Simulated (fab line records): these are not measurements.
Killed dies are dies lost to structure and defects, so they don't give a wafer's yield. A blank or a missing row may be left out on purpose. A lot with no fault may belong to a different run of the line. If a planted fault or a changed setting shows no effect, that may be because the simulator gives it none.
Which tool did it? -- flow nand harc -- 24 lots with 72 wafers sampled at 3 steps, on a route of 1302 steps

## WHAT EACH GAUGE READ, for each wafer
NHARC_A_CONTACT_CD_MEAS_53. Usual: cd nm 289.8 nm, standard deviation 0.8.
lot,measured,on,cd nm (nm),flag
L074,day 21 18:17,cd sem-01,290.0 290.5 290.1,
L075,day 22 11:22,cd sem-01,288.8 288.2 288.1,
L076,day 22 12:18,cd sem-03,290.0 290.3 290.4,
L077,day 22 15:39,cd sem-02,290.1 289.9 288.4,
L078,day 23 02:24,cd sem-03,289.5 288.9 289.6,
L080,day 23 20:02,cd sem-02,290.7 289.9 290.1,
L079,day 23 20:28,cd sem-03,288.2 287.6 287.8,
L081,day 24 12:10,cd sem-02,289.0 289.0 289.0,
L082,day 25 16:19,cd sem-03,290.1 290.1 290.1,
L085,day 26 06:37,cd sem-03,290.9 290.2 290.6,
L083,day 26 08:02,cd sem-03,289.5 289.3 289.9,
L086,day 26 09:49,cd sem-02,289.5 290.8 289.1,
L084,day 26 17:44,cd sem-03,289.1 289.8 289.3,
L087,day 26 18:59,cd sem-03,290.3 290.8 290.1,
L088,day 27 19:23,cd sem-03,289.2 289.3 288.3,
L091,day 28 09:26,cd sem-02,289.6 289.4 290.4,
L090,day 28 18:32,cd sem-03,289.7 290.1 290.2,
L089,day 28 19:37,cd sem-02,290.3 291.1 291.4,
L092,day 28 23:22,cd sem-02,290.3 289.5 289.4,
L093,day 29 17:08,cd sem-03,289.0 289.2 289.2,
L094,day 29 21:35,cd sem-02,290.1 290.6 290.8,
L095,day 30 17:58,cd sem-03,290.5 290.0 289.6,
L096,day 30 18:11,cd sem-02,290.4 290.9 291.1,
L097,day 31 06:34,cd sem-03,290.5 290.3 290.4,

## WHAT TOOL EACH LOT RAN ON (gives the tool, then ch and the chambers of the sampled wafers, and finally the start)
lot,NHARC_A_CONTACT_ETCH_118,NHARC_A_CONTACT_ETCH_119
L074,"har cap etch-01 ch 0,1, day 21 16:14","har cap etch-01 ch 0,1, day 21 16:25"
L075,"har cap etch-03 ch 1, day 22 09:20","har cap etch-03 ch 1, day 22 09:31"
L076,"har cap etch-02 ch 0, day 22 10:15","har cap etch-02 ch 0, day 22 10:25"
L077,"har cap etch-03 ch 0,1, day 22 13:37","har cap etch-03 ch 0,1, day 22 13:47"
L078,"har cap etch-03 ch 0,1, day 23 00:19","har cap etch-03 ch 0,1, day 23 00:29"
L080,"har cap etch-01 ch 0,1, day 23 17:58","har cap etch-01 ch 0,1, day 23 18:09"
L079,"har cap etch-03 ch 0,1, day 23 18:26","har cap etch-03 ch 0,1, day 23 18:36"
L081,"har cap etch-03 ch 0,1, day 24 09:57","har cap etch-03 ch 0,1, day 24 10:07"
L082,"har cap etch-01 ch 0,1, day 25 14:17","har cap etch-01 ch 0,1, day 25 14:27"
L085,"har cap etch-02 ch 0,1, day 26 04:34","har cap etch-02 ch 0,1, day 26 04:44"
L083,"har cap etch-01 ch 0,1, day 26 05:53","har cap etch-01 ch 0,1, day 26 06:03"
L086,"har cap etch-03 ch 0,1, day 26 07:46","har cap etch-03 ch 0,1, day 26 07:56"
L084,"har cap etch-01 ch 0,1, day 26 15:43","har cap etch-01 ch 0,1, day 26 15:53"
L087,"har cap etch-03 ch 0,1, day 26 16:58","har cap etch-03 ch 0,1, day 26 17:08"
L088,"har cap etch-01 ch 0,1, day 27 17:22","har cap etch-01 ch 0,1, day 27 17:32"
L091,"har cap etch-02 ch 0,1, day 28 07:25","har cap etch-02 ch 0,1, day 28 07:35"
L090,"har cap etch-03 ch 0,1, day 28 16:29","har cap etch-03 ch 0,1, day 28 16:40"
L089,"har cap etch-02 ch 0,1, day 28 17:08","har cap etch-02 ch 0,1, day 28 17:22"
L092,"har cap etch-03 ch 0,1, day 28 21:19","har cap etch-03 ch 0,1, day 28 21:29"
L093,"har cap etch-03 ch 0,1, day 29 15:05","har cap etch-03 ch 0,1, day 29 15:16"
L094,"har cap etch-02 ch 0, day 29 19:32","har cap etch-02 ch 0, day 29 19:42"
L095,"har cap etch-02 ch 0,1, day 30 15:56","har cap etch-02 ch 0,1, day 30 16:06"
L096,"har cap etch-03 ch 0,1, day 30 16:07","har cap etch-03 ch 0,1, day 30 16:17"
L097,"har cap etch-03 ch 0,1, day 31 04:29","har cap etch-03 ch 0,1, day 31 04:40"
- NHARC_A_CONTACT_ETCH_118: etches the open film in C4F8/O2/Ar, time 190 s, target depth 1850 nm.
- NHARC_A_CONTACT_ETCH_119: etches the open film in C4F8/O2/Ar, time 190 s, target depth 1850 nm.

## WHAT THE TOOLS THEMSELVES READ (means of the sampled wafers that have a number; where no wafer has one, the mark that the record gives instead)
The record holds no such reading with a usual standard deviation.

## THE ANSWER, worked out from the rows above alone
Rule: a lot is off if the mean of its wafers that have a number lies more than 3 standard deviations from the usual mean. A lot without any number at a reading at which 4 lots or more have one is off too. The other lots that the step has rows for count as sound. First the gauges in route order, then the tools' own readings, where a lot's mean is used as printed above. At the first step where some lot is off, the reading lying furthest off is the one used; lots without a number count as furthest.
None of the lots is off at any reading shown; this tells nothing.

## WHAT THE SIMULATOR HAD INSERTED
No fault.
